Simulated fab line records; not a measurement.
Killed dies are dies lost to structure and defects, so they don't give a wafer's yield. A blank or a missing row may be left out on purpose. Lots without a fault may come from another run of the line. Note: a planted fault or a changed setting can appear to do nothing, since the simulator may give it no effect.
Chamber matching    flow n5Finfet    N5_SD_EPI_N_DESCUM_14 on rieDiel-05: 4 sister chambers
The step chemistry O2, time 7.9 s. 14 wafers are shown with their chamber, then 7 later ones without.

== EACH WAFER AND ITS CHAMBER ==
wafer   chamber  showerheadPlenumPTorr (Torr)  throttleValvePct (%)  oesProductAu (a.u.)
L081.3  1        2.18                          20.48                 0.74
L081.4  0        2.23                          20.04                 0.92
L081.5  1        2.18                          20.48                 0.74
L082.2  2        2.14                          20.31                 0.92
L082.3  0        2.23                          20.05                 0.92
L082.6  3        2.05                          20.33                 0.88
L087.1  1        2.18                          20.49                 0.72
L087.2  2        2.13                          20.31                 0.89
L087.3  0        2.23                          20.06                 0.90
L088.1  0        2.23                          20.06                 0.89
L088.4  1        2.18                          20.51                 0.72
L088.5  3        2.05                          20.34                 0.86
L092.1  2        2.13                          20.34                 0.87
L092.2  3        2.05                          20.34                 0.84

SIGNATURES (means of the wafers above)
reading                chamber 0  chamber 1  chamber 2  chamber 3  scatter within a chamber
showerheadPlenumPTorr  2.2300     2.1800     2.1333     2.0500     0.00258
throttleValvePct       20.0525    20.4900    20.3200    20.3367    0.0124
oesProductAu           0.9075     0.7300     0.8933     0.8600     0.0177
Rule: distance of a wafer from a chamber = root of the sum over the readings of ((wafer's reading minus chamber's mean) / reading's scatter) squared. The wafer belongs to the nearest chamber; if the next one is less than 2 further off, it can't be placed. The scatter: the root of (the sum of the squares of (reading less its chamber's mean) over the shown wafers, divided by (wafers less chambers)).

== WAFERS WHOSE CHAMBER IS MISSING ==
wafer   showerheadPlenumPTorr (Torr)  throttleValvePct (%)  oesProductAu (a.u.)
L092.3  2.22                          20.08                 0.87
L093.3  2.13                          20.35                 0.86
L093.4  2.17                          20.52                 0.71
L093.6  2.17                          20.51                 0.71
L096.3  2.04                          20.36                 0.85
L096.4  2.13                          20.36                 0.86
L096.6  2.17                          20.52                 0.70

== THE CHAMBER EACH PASSED THROUGH ==
wafer   from the rows above  in truth
L092.3  0                    0
L093.3  2                    2
L093.4  1                    1
L093.6  1                    1
L096.3  3                    3
L096.4  2                    2
L096.6  1                    1
7 of 7 placed correctly. Can't be placed from these rows: 0. Placed wrongly: 0.
